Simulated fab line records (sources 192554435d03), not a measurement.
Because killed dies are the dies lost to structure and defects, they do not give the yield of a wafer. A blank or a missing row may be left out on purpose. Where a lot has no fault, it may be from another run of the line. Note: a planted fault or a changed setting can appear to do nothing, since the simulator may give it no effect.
fab line records :: flow n5_finfet
[record]
  lots = 3
  wafers = 9
  last_day = 17
route steps=1938 shown BEOL_M0_SAQP@642 BEOL_M0_CUTY@710 BEOL_M4@1111 PASSIVATION@1936
lots with no fault: from the same line, run without faults
start_h: the number of hours between the record's first day and the start of the first shown wafer of the lot :: wait_h: hours since the lot's step before :: " identical to the entry in the row above :: L1.1+2: a row that stands for several wafers :: - no value present, or no start provided :: * or withheld: withheld :: < > ~ a bound
route shown NAME@n: a module of which the file shows steps, and the number in the route of the first :: usual: mean and standard deviation over wafers with no fault :: same: alike in all rows :: chamber/n: place in a boat :: sites: the reading at each site :: _std_site: how widely they spread, as a standard deviation :: _edge_site: the outer-site mean with the inner-site mean subtracted :: radius_mm: how far each site lies from the wafer's centre :: mask NAME#n: copy n :: behind: the tool/chamber that last shaped the wafer :: hold: cause of the lot's hold/its duration in hours/its outcome :: device: which transistor (n, p or np) failed to switch :: end of line: at the end of the route, the tests of the same wafers :: for a step that has no rows: nothing shown but its recipe :: killed: the dies lost at the first sort to structure and to defects; this is not the yield of the wafer :: map: a wafer's dies, x killed, . not, _ none there
set.NAME: setting as actually run; set.NAME@STEP: the setting as run at that earlier step :: model.NAME: the simulator's own value behind a step, which no gauge read
lots at some steps of the route; a table a step, a row a wafer
services: a tool's chamber out of use, with start hour (start_h, from the record's first day; less than 0 if before it), hours out, and reason
[[steps]]
[step N5_BEOL_M0_SAQP_COAT_82]
[recipe]
  resist = SiARC
  temp_c = 220
  time_s = 60
  spin_rpm = 1500
  resist_thk_nm = 30
[step N5_BEOL_M0_SAQP_COAT_08]
[recipe]
  resist = CAR-ArF
  spin_rpm = 1500
  resist_thk_nm = 90
[step N5_BEOL_M0_SAQP_EBR_10]
[recipe]
  solvent = PGMEA
  ebr_width_mm = 1.5
[step N5_BEOL_M0_SAQP_SOFTBAKE_09]
[recipe]
  temp_c = 110
  time_s = 60
  resist = CAR-ArF
[step N5_BEOL_M0_SAQP_EXPOSE_11]
[recipe]
  mask_id = M0_CORE
  na = 1.35
  source_shape = dipole
  sigma_inner = 0.538
  sigma_outer = 0.738
  polarization = te
  target_cd_nm = 42
  dose_mj = 55
[step N5_BEOL_M0_SAQP_PEB_12]
[recipe]
  peb_temp_c = withheld
  peb_time_s = 60
  resist = CAR-ArF
[step N5_BEOL_M0_SAQP_DEVELOP_13]
[recipe]
  develop_time_s = 30
  developer = TMAH
  resist = CAR-ArF
  dev_temp_c = 23
  rinse_liquid = diw
  dry = air_spin
[step N5_BEOL_M0_SAQP_DESCUM_19]
[recipe]
  chemistry = O2
  time_s = 7.9
  source_power_w = 50
  bias_power_w = 20
  pressure_mtorr = 20
  rf_frequency_hz = 2.712e+07
  temp_c = 40
  resist = CAR-ArF
  o2_flow_sccm = 225
[step N5_BEOL_M0_SAQP_ETCH_83]
[recipe]
  chemistry = CF4
  target = SiARC
  target_depth_a = 390
  mask_material = CAR-ArF
  time_s = 65
  ion_energy_ev = 80
  pressure_mtorr = 40
  source_w = 545
  bias_w = 36
  Ar_flow_sccm = 100
  cf4_flow_sccm = 100
  ends = cleared
[step N5_BEOL_M0_SAQP_ETCH_84]
[recipe]
  chemistry = N2/H2
  target = SOC
  target_depth_a = 1000
  overetch_a = 200
  mask_material = SiARC
  temp_c = 40
  time_s = 150
  ion_energy_ev = 200
  pressure_mtorr = 30
  source_w = 840
  bias_w = 150
  n2_flow_sccm = 200
  h2_flow_sccm = 200
[usual]
  drypump_motor_current_A = 5.8/0.41
  oes_product_au = 0.68/0.068
  rf_fwd_power_W = 836.0/2.6
  rf_vpp_V = 524.7/2.2
  showerhead_plenum_p_Torr = 2.57/0.079
  throttle_valve_pct = 17.96/0.28
lot.wafer: L100.2
tool: rie_diel-01
chamber: 2
start_h: 126.54
wait_h: 0.0
drypump_motor_current_A: 5.4
oes_product_au: 0.79
rf_fwd_power_W: 838.8
rf_hours_counter_h: 46
rf_vpp_V: 524.7
showerhead_plenum_p_Torr: 2.60
throttle_valve_pct: 18.27

lot.wafer: L100.4
tool: rie_diel-01
chamber: 1
start_h: 126.54
wait_h: 0.0
drypump_motor_current_A: 5.6
oes_product_au: 0.62
rf_fwd_power_W: 836.5
rf_hours_counter_h: 232
rf_vpp_V: 524.4
showerhead_plenum_p_Torr: 2.51
throttle_valve_pct: 17.85

lot.wafer: L100.5
tool: rie_diel-01
chamber: 3
start_h: 126.54
wait_h: 0.0
drypump_motor_current_A: 6.4
oes_product_au: 0.62
rf_fwd_power_W: 836.3
rf_hours_counter_h: -
rf_vpp_V: 523.1
showerhead_plenum_p_Torr: 2.51
throttle_valve_pct: 17.82

lot.wafer: L112.1
tool: rie_diel-01
chamber: 3
start_h: 197.28
wait_h: 0.0
drypump_motor_current_A: 6.3
oes_product_au: 0.61
rf_fwd_power_W: 835.6
rf_hours_counter_h: 249
rf_vpp_V: 522.9
showerhead_plenum_p_Torr: 2.50
throttle_valve_pct: 17.87

lot.wafer: L112.2
tool: rie_diel-01
chamber: 0
start_h: 197.28
wait_h: 0.0
drypump_motor_current_A: 5.1
oes_product_au: 0.65
rf_fwd_power_W: 835.4
rf_hours_counter_h: 180
rf_vpp_V: 525.6
showerhead_plenum_p_Torr: 2.64
throttle_valve_pct: 17.82

lot.wafer: L112.3
tool: rie_diel-01
chamber: 2
start_h: 197.28
wait_h: 0.0
drypump_motor_current_A: 5.4
oes_product_au: 0.75
rf_fwd_power_W: 833.9
rf_hours_counter_h: 70
rf_vpp_V: 526.5
showerhead_plenum_p_Torr: 2.59
throttle_valve_pct: 18.32

lot.wafer: L119.2
tool: rie_diel-02
chamber: 1
start_h: 242.53
wait_h: 0.0
drypump_motor_current_A: 5.7
oes_product_au: 0.63
rf_fwd_power_W: 837.7
rf_hours_counter_h: 212
rf_vpp_V: 520.8
showerhead_plenum_p_Torr: 2.41
throttle_valve_pct: 18.15

lot.wafer: L119.5
tool: rie_diel-02
chamber: 3
start_h: 242.53
wait_h: 0.0
drypump_motor_current_A: 5.7
oes_product_au: 0.61
rf_fwd_power_W: 839.0
rf_hours_counter_h: -
rf_vpp_V: 523.5
showerhead_plenum_p_Torr: 2.50
throttle_valve_pct: 18.42

lot.wafer: L119.6
tool: rie_diel-02
chamber: 2
start_h: 242.53
wait_h: 0.0
drypump_motor_current_A: 6.0
oes_product_au: 0.65
rf_fwd_power_W: 832.0
rf_hours_counter_h: -
rf_vpp_V: 525.3
showerhead_plenum_p_Torr: 2.64
throttle_valve_pct: 18.17
[step N5_BEOL_M0_SAQP_STRIP_80]
[recipe]
  chemistry = N2/H2
  temp_c = 40
  n2_flow_sccm = 200
  h2_flow_sccm = 200
  rf_frequency_hz = 6e+07
[step N5_BEOL_M0_SAQP_HM_OPEN_112]
[recipe]
  chemistry = CHF3/O2
  target = SiO2
  stop_on = a-Si
  target_depth_a = 120
  over_etch_frac = 1.25
  mask_material = SOC
  time_s = 13.5
  pressure_mtorr = 30
  source_w = 650
  bias_w = 170
  Ar_flow_sccm = 200
  CHF3_flow_sccm = 50
  O2_flow_sccm = 5
  ion_energy_ev = 200
  ends = end_point
[step N5_BEOL_M0_SAQP_STRIP_113]
[recipe]
  chemistry = CHF3/O2
  resist = SiARC
  rf_frequency_hz = 6e+07
[step N5_BEOL_M0_SAQP_MANDREL_ETCH_20]
[recipe]
  target_depth_a = 600
  chemistry = HBr/Cl2
  target = a-Si
  stop_on = SiNx
  bt_time_s = 10
  mask_material = SOC
  over_etch_frac = 0.5
  time_s = 30
  pressure_mtorr = 10
  icp_w = 800
  bias_w = 75
  HBr_flow_sccm = 150
  Cl2_flow_sccm = 80
  ends = end_point
[step N5_BEOL_M0_SAQP_STRIP_86]
[recipe]
  chemistry = N2/H2
  power_w = 500
  temp_c = 40
  pressure_mtorr = 50
  rf_frequency_hz = 6e+07
  overash_fraction = 0.3
  bias_power_w = 28
  h2_frac = 0.5
  n2_flow_sccm = 300
  h2_flow_sccm = 300
[step N5_BEOL_M0_SAQP_STRIP_115]
[recipe]
  chemistry = post_etch_residue_remover
  time_s = 60
  temp_c = 25
  remover_ph = withheld
  remover_water_wt_pct = withheld
  remover_fluoride_wt_pct = withheld
[step N5_BEOL_M0_SAQP_SRD_93]
[recipe]
  dry = ipa_marangoni
  time_s = 30
  temp_c = 23
  rinse_liquid = diw
[step N5_BEOL_M0_SAQP_RECESS_114]
[recipe]
  chemistry = HF/NH3
  target = SiO2
  target_depth_a = 144
  afs_cycles = 3
  temp_c = 30
  sublimation_temp_c = 180
  sublimation_time_s = 60
[step N5_BEOL_M0_SAQP_SPACER1_ALD_98]
[recipe]
  material = SiO2
  target_thk_a = 128
  temp_c = 300
  ald_precursor_family = BDEAS
  ald_co_reactant = O2-plasma
  pulse_time_s = 1
  purge_time_s = 2
  co_reactant_purge_time_s = 2
  ald_cycles = 138
  pressure_torr = 2
[step N5_BEOL_M0_SAQP_SPACER1_ETCHBACK_99]
[recipe]
  chemistry = CHF3/O2
  mode = anisotropic_etchback
  target = SiO2
  target_depth_a = 154
  time_s = 7.7
  pressure_mtorr = 30
  source_w = 650
  bias_w = 170
  Ar_flow_sccm = 200
  CHF3_flow_sccm = 50
  O2_flow_sccm = 5
  ion_energy_ev = 200
[step N5_BEOL_M0_SAQP_MANDREL1_REMOVE_100]
[recipe]
  chemistry = HBr/Cl2/O2
  bt_time_s = 10
  target = a-Si
  stop_on = SiNx
  endpoint = OES-SiCl
  over_etch_frac = 0.85
  icp_w = 600
  bias_w = 30
  HBr_flow_sccm = 150
  Cl2_flow_sccm = 80
  O2_flow_sccm = 5
  pressure_mtorr = 10
[step N5_BEOL_M0_SAQP_ETCH_101]
[recipe]
  chemistry = CH3F/O2
  target = SiNx
  mask_material = SiO2
  target_depth_a = 299
  time_s = 42.7
  pressure_mtorr = 30
  source_w = 395
  bias_w = 73
  Ar_flow_sccm = 150
  CH3F_flow_sccm = 30
  O2_flow_sccm = 20
  ion_energy_ev = 120
[step N5_BEOL_M0_SAQP_ETCH_102]
[recipe]
  chemistry = CF4
  target = SiO2
  target_depth_a = 40
  ion_energy_ev = 350
  time_s = 4.4
  pressure_mtorr = 10
  icp_w = 800
  bias_w = 400
  cf4_flow_sccm = 80
[step N5_BEOL_M0_SAQP_MANDREL_ETCH_103]
[recipe]
  chemistry = HBr/Cl2
  target = a-Si
  target_depth_a = 450
  bt_time_s = 10
  stop_on = SiCN
  mask_material = SiO2
  over_etch_frac = 0.8
  time_s = 27
  pressure_mtorr = 10
  icp_w = 800
  bias_w = 75
  HBr_flow_sccm = 150
  Cl2_flow_sccm = 80
  ends = end_point
[step N5_BEOL_M0_SAQP_RECESS_104]
[recipe]
  chemistry = HF/NH3
  target = SiO2
  target_depth_a = 180
  afs_cycles = 3
  temp_c = 30
  sublimation_temp_c = 180
  sublimation_time_s = 60
[step N5_BEOL_M0_SAQP_COAT_105]
[recipe]
  resist = SOC
  temp_c = 250
  time_s = 60
  spin_rpm = 1500
  resist_thk_nm = 100
[step N5_BEOL_M0_SAQP_ETCH_106]
[recipe]
  chemistry = N2/H2
  target = SOC
  target_depth_a = 1500
  stop_on = SiNx
  ion_energy_ev = 100
  bias_w = 61
  pressure_mtorr = 30
  source_w = 850
  n2_flow_sccm = 200
  h2_flow_sccm = 200
[step N5_BEOL_M0_SAQP_ETCH_107]
[recipe]
  chemistry = CH3F/O2
  target = SiNx
  target_depth_a = 300
  mask_material = SOC
  pressure_mtorr = 30
  source_w = 395
  bias_w = 73
  Ar_flow_sccm = 150
  CH3F_flow_sccm = 30
  O2_flow_sccm = 20
  ion_energy_ev = 120
[step N5_BEOL_M0_SAQP_STRIP_108]
[recipe]
  chemistry = N2/H2
  power_w = 500
  temp_c = 40
  pressure_mtorr = 50
  rf_frequency_hz = 6e+07
  overash_fraction = 0.3
  bias_power_w = 28
  h2_frac = 0.5
  n2_flow_sccm = 300
  h2_flow_sccm = 300
[step N5_BEOL_M0_SAQP_RECESS_109]
[recipe]
  chemistry = HF/NH3
  target = SiO2
  target_depth_a = 30
  afs_cycles = 1
  temp_c = 30
  sublimation_temp_c = 180
  sublimation_time_s = 60
[step N5_BEOL_M0_SAQP_SPACER2_ALD_26]
[recipe]
  material = SiO2
  target_thk_a = 150
  temp_c = 300
  ald_precursor_family = BDEAS
  ald_co_reactant = O2-plasma
  pulse_time_s = 1
  purge_time_s = 2
  co_reactant_purge_time_s = 2
  pressure_torr = 2
[step N5_BEOL_M0_SAQP_SPACER2_ETCHBACK_27]
[recipe]
  chemistry = CHF3/O2
  mode = anisotropic_etchback
  target = SiO2
  target_depth_a = 225
  time_s = 11.25
  pressure_mtorr = 30
  source_w = 650
  bias_w = 170
  Ar_flow_sccm = 200
  CHF3_flow_sccm = 50
  O2_flow_sccm = 5
  ion_energy_ev = 200
[step N5_BEOL_M0_SAQP_MANDREL2_REMOVE_110]
[recipe]
  chemistry = HBr/Cl2/O2
  bt_time_s = 10
  target = a-Si
  stop_on = SiCN
  endpoint = OES-SiCl
  over_etch_frac = 1
  icp_w = 600
  bias_w = 30
  HBr_flow_sccm = 150
  Cl2_flow_sccm = 80
  O2_flow_sccm = 5
  pressure_mtorr = 10
[step N5_BEOL_M0_SAQP_COAT_69]
[recipe]
  resist = SOC
  temp_c = 250
  time_s = 60
  spin_rpm = 1500
  resist_thk_nm = 90
[step N5_BEOL_M0_SAQP_COAT_72]
[recipe]
  resist = SiARC
  temp_c = 220
  time_s = 60
  spin_rpm = 1500
  resist_thk_nm = 15
[step N5_BEOL_M0_SAQP_COAT_87]
[recipe]
  resist = underlayer
  temp_c = 205
  time_s = 60
  spin_rpm = 1500
  resist_thk_nm = 5
[step N5_BEOL_M0_SAQP_COAT_34]
[recipe]
  resist = CAR-EUV
  spin_rpm = 1500
  resist_thk_nm = 30
[step N5_BEOL_M0_SAQP_INSPECT_42]
[recipe]
  mode = adi
  inspect_instrument = brightfield
[usual]
  raw_defect_count = 320/100
lot.wafer: L100.2
tool: defect_inspect-02
chamber: -
start_h: 130.46
wait_h: 0.0
raw_defect_count: 172

lot.wafer: L100.4
tool: defect_inspect-02
chamber: -
start_h: 130.46
wait_h: 0.0
raw_defect_count: 280

lot.wafer: L100.5
tool: defect_inspect-02
chamber: -
start_h: 130.46
wait_h: 0.0
raw_defect_count: 368

lot.wafer: L112.1
tool: defect_inspect-02
chamber: -
start_h: 202.61
wait_h: 0.1
raw_defect_count: 328

lot.wafer: L112.2
tool: defect_inspect-02
chamber: -
start_h: 202.61
wait_h: 0.1
raw_defect_count: 328

lot.wafer: L112.3
tool: defect_inspect-02
chamber: -
start_h: 202.61
wait_h: 0.1
raw_defect_count: 747

lot.wafer: L119.2
tool: defect_inspect-01
chamber: -
start_h: 246.77
wait_h: 0.0
raw_defect_count: 424

lot.wafer: L119.5
tool: defect_inspect-01
chamber: -
start_h: 246.77
wait_h: 0.0
raw_defect_count: 240

lot.wafer: L119.6
tool: defect_inspect-01
chamber: -
start_h: 246.77
wait_h: 0.0
raw_defect_count: 291
[step N5_BEOL_M0_CUTY_INSPECT_59]
[recipe]
  mode = adi
  inspect_instrument = macro
[usual]
  raw_defect_count = 2.2/1.4
lot.wafer: L100.2
tool: defect_inspect-02
chamber: -
start_h: 131.94
wait_h: 0.0
raw_defect_count: 3

lot.wafer: L100.4
tool: defect_inspect-02
chamber: -
start_h: 131.94
wait_h: 0.0
raw_defect_count: 0

lot.wafer: L100.5
tool: defect_inspect-02
chamber: -
start_h: 131.94
wait_h: 0.0
raw_defect_count: 4

lot.wafer: L112.1
tool: defect_inspect-02
chamber: -
start_h: 204.26
wait_h: 0.0
raw_defect_count: 3

lot.wafer: L112.2
tool: defect_inspect-02
chamber: -
start_h: 204.26
wait_h: 0.0
raw_defect_count: 1

lot.wafer: L112.3
tool: defect_inspect-02
chamber: -
start_h: 204.26
wait_h: 0.0
raw_defect_count: 274

lot.wafer: L119.2
tool: defect_inspect-01
chamber: -
start_h: 248.16
wait_h: 0.0
raw_defect_count: 2

lot.wafer: L119.5
tool: defect_inspect-01
chamber: -
start_h: 248.16
wait_h: 0.0
raw_defect_count: 1

lot.wafer: L119.6
tool: defect_inspect-01
chamber: -
start_h: 248.16
wait_h: 0.0
raw_defect_count: 0
[step N5_BEOL_M4_RC_MEAS_101]
[usual]
  DIBL_N = 36.8/2.2
  DIBL_P = 37.0/2.8
  IOFF_N = 0.18/0.043
  IOFF_P = 0.23/0.05
  ION_N = 680/14
  ION_P = 466/9.1
  SS_N = 71.7/0.74
  SS_P = 73.5/0.79
  VT_N = 248/4
  VT_P = -249/4.1
lot.wafer: L100.2
tool: prober-01
chamber: 0
start_h: 197.31
wait_h: 0.2
DIBL_N[mV/V]: 36.7
DIBL_P[mV/V]: 38.5
IOFF_N[nA/um]: 0.20
IOFF_P[nA/um]: 0.21
ION_N[uA/um]: 691
ION_P[uA/um]: 466
SS_N[mV/dec]: 71.5
SS_P[mV/dec]: 73.7
VT_N[mV]: 244
VT_P[mV]: -252

lot.wafer: L100.4
tool: prober-01
chamber: 0
start_h: 197.31
wait_h: 0.2
DIBL_N[mV/V]: 36.3
DIBL_P[mV/V]: 37.7
IOFF_N[nA/um]: 0.18
IOFF_P[nA/um]: 0.20
ION_N[uA/um]: 678
ION_P[uA/um]: 459
SS_N[mV/dec]: 71.3
SS_P[mV/dec]: 73.6
VT_N[mV]: 247
VT_P[mV]: -249

lot.wafer: L100.5
tool: prober-01
chamber: 0
start_h: 197.31
wait_h: 0.2
DIBL_N[mV/V]: 33.0
DIBL_P[mV/V]: 34.5
IOFF_N[nA/um]: 0.13
IOFF_P[nA/um]: 0.16
ION_N[uA/um]: 678
ION_P[uA/um]: 454
SS_N[mV/dec]: 70.8
SS_P[mV/dec]: 72.5
VT_N[mV]: 251
VT_P[mV]: -256

lot.wafer: L112.1
tool: prober-01
chamber: 0
start_h: 253.26
wait_h: 0.0
DIBL_N[mV/V]: 31.9
DIBL_P[mV/V]: 30.1
IOFF_N[nA/um]: 0.09
IOFF_P[nA/um]: 0.16
ION_N[uA/um]: 634
ION_P[uA/um]: 451
SS_N[mV/dec]: 70.6
SS_P[mV/dec]: 73.1
VT_N[mV]: 260
VT_P[mV]: -252

lot.wafer: L112.2
tool: prober-01
chamber: 0
start_h: 253.26
wait_h: 0.0
DIBL_N[mV/V]: 35.7
DIBL_P[mV/V]: 34.7
IOFF_N[nA/um]: 0.15
IOFF_P[nA/um]: 0.23
ION_N[uA/um]: 674
ION_P[uA/um]: 467
SS_N[mV/dec]: 71.0
SS_P[mV/dec]: 73.3
VT_N[mV]: 250
VT_P[mV]: -249

lot.wafer: L112.3
tool: prober-01
chamber: 0
start_h: 253.26
wait_h: 0.0
DIBL_N[mV/V]: 36.2
DIBL_P[mV/V]: 35.9
IOFF_N[nA/um]: 0.16
IOFF_P[nA/um]: 0.24
ION_N[uA/um]: 673
ION_P[uA/um]: 468
SS_N[mV/dec]: 71.7
SS_P[mV/dec]: 73.4
VT_N[mV]: 249
VT_P[mV]: -247

lot.wafer: L119.2
tool: prober-01
chamber: 0
start_h: 298.72
wait_h: 0.2
DIBL_N[mV/V]: 38.4
DIBL_P[mV/V]: 39.8
IOFF_N[nA/um]: 0.21
IOFF_P[nA/um]: 0.26
ION_N[uA/um]: 689
ION_P[uA/um]: 471
SS_N[mV/dec]: 72.2
SS_P[mV/dec]: 74.4
VT_N[mV]: 245
VT_P[mV]: -248

lot.wafer: L119.5
tool: prober-01
chamber: 0
start_h: 298.72
wait_h: 0.2
DIBL_N[mV/V]: 38.1
DIBL_P[mV/V]: 39.8
IOFF_N[nA/um]: 0.21
IOFF_P[nA/um]: 0.26
ION_N[uA/um]: 688
ION_P[uA/um]: 467
SS_N[mV/dec]: 71.1
SS_P[mV/dec]: 72.8
VT_N[mV]: 245
VT_P[mV]: -250

lot.wafer: L119.6
tool: prober-01
chamber: 0
start_h: 298.72
wait_h: 0.2
DIBL_N[mV/V]: 36.6
DIBL_P[mV/V]: 39.8
IOFF_N[nA/um]: 0.18
IOFF_P[nA/um]: 0.27
ION_N[uA/um]: 691
ION_P[uA/um]: 478
SS_N[mV/dec]: 71.0
SS_P[mV/dec]: 73.4
VT_N[mV]: 247
VT_P[mV]: -247
[step N5_PASSIVATION_PROBE_49]
[usual]
  defect_limited_yield = 91.4/1.5
  killed_at_M0_to_M3 = 36/11
  killed_at_M4_up = 14/6
  killed_at_contacts = 11/6
  killed_at_front_end = 37/11
  killed_at_other = 4/3.4
  killed_dies = 102/18
  killed_open = 66/13
  killed_short = 34/7.8
  sort_bin_5_function = 5.0/0.97
  sort_bin_6_memory = 3.2/0.7
  sort_bin_8_speed = 0.0/0.38
  sort_n_pass = 1078/19
  sort_yield_pct = 91.3/1.6
[same]
  gross_dies = 1180
  killed_at_back_side = 0
  sort_bin_4_leakage[%] = 0
lot.wafer: L112.3
tool: prober-02
chamber: -
start_h: 353.04
wait_h: 0.1
defect_limited_yield[%]: 85.0
killed_at_M0_to_M3: 127
killed_at_M4_up: 8
killed_at_contacts: 9
killed_at_front_end: 30
killed_at_other: 3
killed_dies: 177
killed_open: 61
killed_short: 30
sort_bin_5_function[%]: 9.3
sort_bin_6_memory[%]: 4.2
sort_bin_8_speed[%]: 0
sort_n_pass: 1003
sort_yield_pct[%]: 85.0
// killed by level:class
L112.3 BEOL_M0_SAQP:unspecified=86 BEOL_M0_SAQP:geometric_particle:open=12 FIN_SAQP:geometric_particle:short=10 FIN_SAQP:geometric_particle:open=8 MOL_CONTACT_COAG:geometric_particle:open=6 BEOL_M0_SAQP:geometric_particle:short=6 BEOL_M3:geometric_particle:open=6 BEOL_M2:geometric_particle:open=5
// map L112.3 (x killed, . not)
_________________............________________
______________.x............x..._____________
___________..........x.............__________
__________...x......................_________
________..............x..............._______
_______...x.............x..............______
______..........x.x.............x......._____
_____...........................x........____
____.........xx...........................___
___...x........x.........................x.__
___........x.x.x.........x.x.......x...x...__
__....x...xx.xxx.x.x..................x....._
__......xxxxxxxxxx.....x.........x.xx..x...._
_......x...xxxxxxxx....x.....................
_xx......xxxxxxxxxxx.........................
_....x.xxxxxxxxxxxxxx.x......................
_.........xxxxxxxxxx..x....................x.
_.x........xxxxxxx.x....x......x.......x.....
_......x.x..xx.x.......x....x...x............
_...........x.xx.xx.....xx...........xxx.....
_...........xxx.x..x...x.x....x.........x....
__.....x.x......x.x.x.........x......x....x._
__.........................................._
___............x..x........x.x....x........__
___...x...............................x....__
____..x....x...............x...........x..___
_____.....x...........................x..____
______......x.............x..x..x......._____
_______...............................x______
________.....x..x.............xx....x._______
__________...x.x...................._________
___________.....xx..........xx..x..__________
______________.................._____________
_________________......x....x________________
// map L100.5 (x killed, . not)
_________________x........x..________________
______________x................._____________
___________.x..x...........x.......__________
__________...x...............x......_________
________...xxx....x..x.x......x......._______
_______.....xx..................xx.....______
______..................x...x......x...._____
_____x.....x..........x..........x.......____
____....................................x.___
___...............................x....xx..__
___....x........x....x.....................__
__...xx.x.......xxxx..x.......x....x........_
__..................................x...x..._
_...x...x..............x..........x..........
_.x........x.......x.......x.....x...........
_.....xx..x...............................x..
_....x........x..x....x.....x.x..........x...
_.x............xx.....x....x...............x.
_x.......x..x...........x....................
_..x..............x.............x....x.......
_.............xx.................x...........
__....................x..x..........x.xx...._
__.....x..x.............x............x......_
___.........x.x.......x.....x.............x__
___..x...........x.............x...........__
____.......x....................x....x....___
_____..xx.....x..........................____
______............................x....._____
_______x..............x............x...______
________........................x....._______
__________...x...x.................._________
___________...xx..x................__________
______________x..............x.._____________
_________________.....x......________________
[[services]]
tool: rie_diel-01
chamber: 0
start_h: 140.58
hours: 7.1
kind: repair

tool: rie_diel-01
chamber: -
start_h: 143.86
hours: 3.3
kind: repair

tool: rie_diel-01
chamber: 1
start_h: 187.49
hours: -
kind: clean

tool: rie_diel-01
chamber: 1
start_h: 187.49
hours: -
kind: consumable_replace:focus_ring

tool: rie_diel-01
chamber: 1
start_h: 187.49
hours: 23.4
kind: scheduled_down

tool: rie_diel-01
chamber: 1
start_h: 187.49
hours: 23.4
kind: vent_cycle

tool: rie_diel-02
chamber: 0
start_h: 201.57
hours: -
kind: clean

tool: rie_diel-02
chamber: 0
start_h: 201.57
hours: -
kind: consumable_replace:focus_ring

tool: rie_diel-02
chamber: 0
start_h: 201.57
hours: 21.2
kind: scheduled_down

tool: rie_diel-02
chamber: 0
start_h: 201.57
hours: 21.2
kind: vent_cycle

tool: rie_diel-01
chamber: 3
start_h: 213.02
hours: 48.6
kind: repair
[[key]]
[first_sign]
  step = N5_BEOL_M0_SAQP_INSPECT_42
  reading = raw_defect_count
  direction = up
  sigmas = 4.3
  usual = 320
  struck = 747
[effect]
  step = N5_BEOL_M0_CUTY_INSPECT_59
  reading = raw_defect_count
  direction = up
  sigmas = 99+
  usual = 2.2
  struck = 274
[effect]
  step = N5_PASSIVATION_PROBE_49
  reading = killed_at_M0_to_M3
  direction = up
  sigmas = 8.6
  usual = 36
  struck = 127
[more_kills_born_at]
  N5_BEOL_M0_SAQP_ETCH_84@rie_diel-01 = 86
met_at N5_BEOL_M0_SAQP_ETCH_84
struck_wafers L112.3
onset_between 126.54 197.28
[fault]
  kind = chamber_particle_source
  tool = rie_diel-01
  chamber = 2
  onset_h = 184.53
  steps = N5_BEOL_M0_SAQP_ETCH_84
  rate_per_visit_cm2 = 0.43535
  end_h = 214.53
